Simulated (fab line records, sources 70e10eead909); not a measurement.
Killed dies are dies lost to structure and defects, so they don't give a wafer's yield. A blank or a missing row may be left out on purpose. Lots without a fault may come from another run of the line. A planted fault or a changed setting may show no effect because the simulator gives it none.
fab line records | flow nand_harc
record lots=12 wafers=36 last_day=33
route steps=1302 shown P_START@1 P_STI@80 P_GATE@141
lots that met no fault: from a run of the same line without faults
start_h: hours from the record's first day to the start of the lot's first wafer shown | wait_h: hours since the lot's step before | " the same as in the row above | L1.1+2: a row that stands for several wafers | - no value, or no start given | * or withheld: withheld | < > ~ a bound
route shown NAME@n: a module of which the file shows steps, and the number in the route of the first | usual: mean/standard deviation of fault-free wafers | same: alike in all rows | chamber/n: place in a boat | sites: the reading at each site | _std_site: their standard deviation | _edge_site: outer sites' mean less inner sites' | radius_mm: how far each site lies from the wafer's centre | mask NAME#n: copy n | behind: the tool/chamber that last shaped the wafer | hold: why the lot was held/for how many hours/how that ended | device: the transistor (n, p or np) that didn't switch | end of line: the same wafers' tests at the end of the route | a step without rows: its recipe alone | killed: dies lost to structure and defects at the first sort, not the wafer's yield | map: a wafer's dies, x killed, . not, _ none there
set.NAME: the setting as run; set.NAME@STEP: as run at that earlier step | model.NAME: the simulator's own value behind a step, which no gauge read
steps of the route over a sample of lots; a table a step, a row a wafer
services: from which hour (start_h, from the record's first day; less than 0 if before it) a tool's chamber was out of use, for how many hours, and why
## steps
# step NHARC_P_START_INSPECT_01
# usual raw_defect_count=4.0/1.9
# columns lot.wafer tool chamber start_h wait_h raw_defect_count
L434.3 defect_inspect-01 - 20.04 - 4
L434.4 " - " " 4
L434.6 " - " " 2
L435.1 defect_inspect-01 - 30.04 - 4
L435.2 " - " " 5
L435.4 " - " " 3
L437.1 defect_inspect-02 - 50.03 - 12
L437.5 " - " " 3
L437.6 " - " " 6
L438.1 defect_inspect-01 - 60.04 - 5
L438.4 " - " " 4
L438.6 " - " " 5
L439.2 defect_inspect-01 - 70.04 - 2
L439.4 " - " " 5
L439.6 " - " " 3
L443.2 defect_inspect-02 - 110.04 - 4
L443.4 " - " " 6
L443.6 " - " " 4
L444.1 defect_inspect-02 - 120.04 - 5
L444.2 " - " " 3
L444.4 " - " " 5
L447.2 defect_inspect-02 - 150.04 - 5
L447.3 " - " " 7
L447.6 " - " " 5
L451.2 defect_inspect-02 - 190.04 - 5
L451.4 " - " " 2
L451.6 " - " " 2
L453.1 defect_inspect-02 - 210.03 - 6
L453.2 " - " " 6
L453.4 " - " " 4
L455.3 defect_inspect-02 - 230.04 - 4
L455.5 " - " " 3
L455.6 " - " " 4
L457.3 defect_inspect-01 - 250.05 - 1
L457.5 " - " " 4
L457.6 " - " " 6
# step NHARC_P_STI_EXPOSE_06
# recipe na=0.55 target_cd_nm=200 dose_mj=37.69 mask_id=P_STI
# usual exposure_dose_mJ_cm2=37.66/0.047
# columns lot.wafer tool chamber start_h wait_h mask exposure_dose_mJ_cm2
L434.3 krf_scanner-01 0 44.52 - P_STI#0 37.59
L434.4 " 0 " " P_STI#0 37.62
L434.6 " 0 " " P_STI#0 37.55
L435.1 krf_scanner-01 0 52.96 - P_STI#0 37.56
L435.2 " 0 " " P_STI#0 37.67
L435.4 " 0 " " P_STI#0 37.62
L437.1 krf_scanner-01 0 74.48 - P_STI#0 37.61
L437.5 " 0 " " P_STI#0 37.63
L437.6 " 0 " " P_STI#0 37.63
L438.1 krf_scanner-04 0 83.19 - P_STI#0 37.66
L438.4 " 0 " " P_STI#0 37.65
L438.6 " 0 " " P_STI#0 37.64
L439.2 krf_scanner-03 0 95.13 - P_STI#0 37.68
L439.4 " 0 " " P_STI#0 37.70
L439.6 " 0 " " P_STI#0 37.70
L443.2 krf_scanner-01 0 136.53 - P_STI#0 35.83
L443.4 " 0 " " P_STI#0 35.89
L443.6 " 0 " " P_STI#0 35.87
L444.1 krf_scanner-04 0 148.30 - P_STI#0 37.67
L444.2 " 0 " " P_STI#0 37.73
L444.4 " 0 " " P_STI#0 37.75
L447.2 krf_scanner-01 0 172.49 - P_STI#0 36.18
L447.3 " 0 " " P_STI#0 36.20
L447.6 " 0 " " P_STI#0 36.17
L451.2 krf_scanner-03 0 214.60 - P_STI#0 37.68
L451.4 " 0 " " P_STI#0 37.67
L451.6 " 0 " " P_STI#0 37.67
L453.1 krf_scanner-04 0 232.13 - P_STI#0 37.74
L453.2 " 0 " " P_STI#0 37.72
L453.4 " 0 " " P_STI#0 37.74
L455.3 krf_scanner-04 0 255.39 - P_STI#0 37.73
L455.5 " 0 " " P_STI#0 37.76
L455.6 " 0 " " P_STI#0 37.73
L457.3 krf_scanner-04 0 274.84 - P_STI#0 37.66
L457.5 " 0 " " P_STI#0 37.63
L457.6 " 0 " " P_STI#0 37.65
# step NHARC_P_STI_CD_MEAS_09
# recipe target_cd_nm=200 landing_energy_ev=500
# usual cd_nm=200.0/2.4
# columns lot.wafer tool chamber start_h wait_h cd_nm
L434.3 cd_sem-01 0 44.67 - 197.4
L434.4 " 0 " " 200.0
L434.6 " 0 " " 203.0
L435.1 cd_sem-02 0 53.11 - 200.1
L435.2 " 0 " " 204.8
L435.4 " 0 " " 204.4
L437.1 cd_sem-03 0 74.63 - 199.1
L437.5 " 0 " " 198.3
L437.6 " 0 " " 199.8
L438.1 cd_sem-02 0 83.34 - 196.6
L438.4 " 0 " " 199.6
L438.6 " 0 " " 199.5
L439.2 cd_sem-01 0 95.28 - 200.8
L439.4 " 0 " " 197.1
L439.6 " 0 " " 199.2
L443.2 cd_sem-01 0 136.67 - 187.9
L443.4 " 0 " " 188.8
L443.6 " 0 " " 186.9
L444.1 cd_sem-03 0 148.45 - 196.3
L444.2 " 0 " " 199.3
L444.4 " 0 " " 195.3
L447.2 cd_sem-01 0 172.63 - 189.2
L447.3 " 0 " " 188.4
L447.6 " 0 " " 189.2
L451.2 cd_sem-03 0 214.74 - 198.7
L451.4 " 0 " " 198.7
L451.6 " 0 " " 200.9
L453.1 cd_sem-02 0 232.29 - 201.9
L453.2 " 0 " " 202.2
L453.4 " 0 " " 199.6
L455.3 cd_sem-02 0 255.53 - 199.4
L455.5 " 0 " " 197.1
L455.6 " 0 " " 200.7
L457.3 cd_sem-02 0 274.99 - 202.6
L457.5 " 0 " " 201.9
L457.6 " 0 " " 202.1
# step NHARC_P_STI_OCD_MEAS_17
# usual trench_depth_nm=301/4.8 trench_foot_cd_nm=157.9/2.5
# columns lot.wafer tool chamber start_h wait_h trench_depth_nm trench_foot_cd_nm
L434.3 ocd-01 - 45.45 0.1 306 155.1
L434.4 " - " " 309 156.6
L434.6 " - " " 303 160.1
L435.1 ocd-01 - 53.89 0.1 308 157.1
L435.2 " - " " 310 161.1
L435.4 " - " " 302 162.1
L437.1 ocd-01 - 75.42 0.1 306 156.1
L437.5 " - " " 308 155.4
L437.6 " - " " 304 157.0
L438.1 ocd-02 - 84.12 0.1 294 156.2
L438.4 " - " " 302 156.9
L438.6 " - " " 300 157.5
L439.2 ocd-02 - 96.11 0.1 310 157.7
L439.4 " - " " 306 154.1
L439.6 " - " " 305 156.7
L443.2 ocd-01 - 137.49 0.1 298 146.1
L443.4 " - " " 299 146.9
L443.6 " - " " 296 145.5
L444.1 ocd-01 - 149.26 0.1 305 153.7
L444.2 " - " " 293 158.8
L444.4 " - " " 291 154.7
L447.2 ocd-02 - 173.42 0.1 300 147.5
L447.3 " - " " 296 147.4
L447.6 " - " " 302 147.2
L451.2 ocd-01 - 215.53 0.1 292 157.4
L451.4 " - " " 299 156.9
L451.6 " - " " 300 159.0
L453.1 ocd-01 - 233.07 0.1 301 160.0
L453.2 " - " " 307 159.4
L453.4 " - " " 292 158.4
L455.3 ocd-02 - 256.31 0.1 285 160.1
L455.5 " - " " 298 155.3
L455.6 " - " " 301 158.3
L457.3 ocd-01 - 275.89 0.1 304 160.1
L457.5 " - " " 295 161.1
L457.6 " - " " 303 160.3
# step NHARC_P_GATE_CD_MEAS_26
# recipe target_cd_nm=120 landing_energy_ev=500
# usual cd_nm=119.6/0.54
# columns lot.wafer tool chamber start_h wait_h cd_nm
L434.3 cd_sem-01 0 97.21 - 119.4
L434.4 " 0 " " 118.9
L434.6 " 0 " " 119.9
L435.1 cd_sem-01 0 103.06 - 119.7
L435.2 " 0 " " 120.1
L435.4 " 0 " " 120.7
L437.1 cd_sem-02 0 132.78 - 119.7
L437.5 " 0 " " 119.1
L437.6 " 0 " " 119.7
L438.1 cd_sem-03 0 137.17 - 119.6
L438.4 " 0 " " 120.5
L438.6 " 0 " " 120.8
L439.2 cd_sem-03 0 148.83 - 119.3
L439.4 " 0 " " 119.8
L439.6 " 0 " " 119.4
L443.2 cd_sem-03 0 189.57 - 120.5
L443.4 " 0 " " 119.8
L443.6 " 0 " " 120.2
L444.1 cd_sem-03 0 202.97 - 120.0
L444.2 " 0 " " 120.0
L444.4 " 0 " " 119.3
L447.2 cd_sem-03 0 231.42 - 120.2
L447.3 " 0 " " 119.8
L447.6 " 0 " " 119.4
L451.2 cd_sem-03 0 267.89 - 120.2
L451.4 " 0 " " 119.5
L451.6 " 0 " " 119.1
L453.1 cd_sem-02 0 281.70 - 120.3
L453.2 " 0 " " 118.8
L453.4 " 0 " " 119.2
L455.3 cd_sem-02 0 310.51 - 119.5
L455.5 " 0 " " 119.3
L455.6 " 0 " " 118.7
L457.3 cd_sem-01 0 332.94 - 119.2
L457.5 " 0 " " 119.7
L457.6 " 0 " " 119.8
# step NHARC_P_GATE_ALD_36
# recipe target_thk_a=200 pulse_time_s=60 ald_cycles=223 temp_c=400 material=SiNx
# usual heater_power_w=843/68 precursor_pulse_height_rel=1.001/0.021
# columns lot.wafer tool chamber start_h wait_h heater_power_w precursor_pulse_height_rel
L434.3 ald_sin-03 3 98.71 - 804 1.005
L434.4 " 0 99.75 - 924 1.031
L434.6 " 3 102.88 - 752 0.998
L435.4 ald_sin-01 1 105.56 - 755 1.009
L435.1 " 2 106.61 - 817 0.995
L435.2 " 3 107.67 - 822 0.968
L437.1 ald_sin-03 0 135.35 - 905 0.974
L437.5 " 3 138.58 - 797 0.947
L437.6 " 0 139.65 - 924 0.983
L438.1 ald_sin-01 2 138.61 - 840 0.992
L438.4 " 1 141.73 - 758 1.009
L438.6 " 3 143.81 - 829 1.019
L439.4 ald_sin-04 3 152.40 - 837 1.018
L439.2 " 0 153.46 - 961 0.966
L439.6 " 1 154.52 - 910 1.007
L443.4 ald_sin-03 1 192.07 - 827 1.026
L443.2 " 2 193.12 - 870 1.028
L443.6 " 1 196.26 - 819 1.010
L444.2 ald_sin-01 2 204.43 - 841 0.979
L444.1 " 0 206.57 - 730 0.974
L444.4 " 1 207.64 - 734 0.986
L447.2 ald_sin-01 3 233.91 - 873 0.996
L447.3 " 0 234.96 - 731 0.980
L447.6 " 2 237.06 - 795 1.027
L451.4 ald_sin-01 2 270.38 - 793 1.028
L451.2 " 3 271.44 - 879 0.975
L451.6 " 1 273.56 - 796 1.035
L453.1 ald_sin-03 1 283.17 - 822 0.997
L453.2 " 0 285.99 - 965 1.009
L453.4 " 3 288.81 - 736 0.984
L455.3 ald_sin-03 0 314.76 - 963 0.987
L455.5 " 1 316.16 - 806 0.960
L455.6 " 0 318.97 - 954 0.967
L457.3 ald_sin-01 1 334.37 - 777 0.983
L457.5 " 1 338.59 - 807 1.020
L457.6 " 2 339.64 - 786 1.021
## services
# columns tool chamber start_h hours kind
ald_sin-03 3 24.89 3.1 repair
ald_sin-01 - 26.66 1.6 repair
ald_sin-01 - 37.95 10.0 pm
krf_scanner-03 - 52.02 4.0 pm
krf_scanner-01 - 82.05 0.4 repair
ald_sin-01 - 87.18 1.3 repair
ald_sin-01 - 127.14 0.4 repair
krf_scanner-01 - 140.00 4.0 pm
krf_scanner-03 - 153.32 1.1 repair
ald_sin-03 - 172.19 10.0 pm
krf_scanner-04 - 182.00 4.0 pm
krf_scanner-03 - 190.00 3.3 repair
ald_sin-01 3 194.62 4.1 repair
ald_sin-01 - 215.95 10.0 pm
krf_scanner-04 - 223.84 1.5 repair
krf_scanner-03 - 224.02 4.0 pm
krf_scanner-01 - 236.57 0.4 repair
krf_scanner-01 - 257.83 1.0 repair
ald_sin-01 - 258.98 0.7 repair
ald_sin-03 0 263.40 3.2 repair
ald_sin-03 2 274.31 114.2 repair
ald_sin-01 - 280.39 3.2 repair
krf_scanner-01 - 295.58 0.1 repair
krf_scanner-01 - 312.00 4.0 pm
## key
first_sign step=NHARC_P_STI_EXPOSE_06 reading=exposure_dose_mJ_cm2 direction=down sigmas=35 usual=37.66 struck=36.02
effect step=NHARC_P_STI_CD_MEAS_09 reading=cd_nm direction=down sigmas=4.8 usual=200.0 struck=188.4 through=control_loop
effect step=NHARC_P_STI_OCD_MEAS_17 reading=trench_foot_cd_nm direction=down sigmas=4.5 usual=157.9 struck=146.8 through=control_loop
met_at NHARC_P_STI_EXPOSE_06
struck_lots L443,L447
tester_left_out L443,L447
loop_trim step=NHARC_P_STI_EXPOSE_06 setting=dose lots=L447
not_acting_at NHARC_P_START_INSPECT_01,NHARC_P_GATE_CD_MEAS_26,NHARC_P_GATE_ALD_36
onset_between 74.48 136.53
fault kind=process_parameter_drift tool=krf_scanner-01 chamber=- onset_h=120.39 steps=NHARC_P_STI_EXPOSE_06 channel=dose_mj offset=-1.7847 shape=step acts_in=these_recipes_only stated=37.69
# tester_left_out: of these lots the tester's yield and bins aren't shown, on N5 and GAA mostly nor the transistor test; their killed dies are dies lost to structure and defects alone, not to doping, threshold or leakage, so they don't give the yield
# loop_trim: a control loop set the setting to another value than it would have without faults
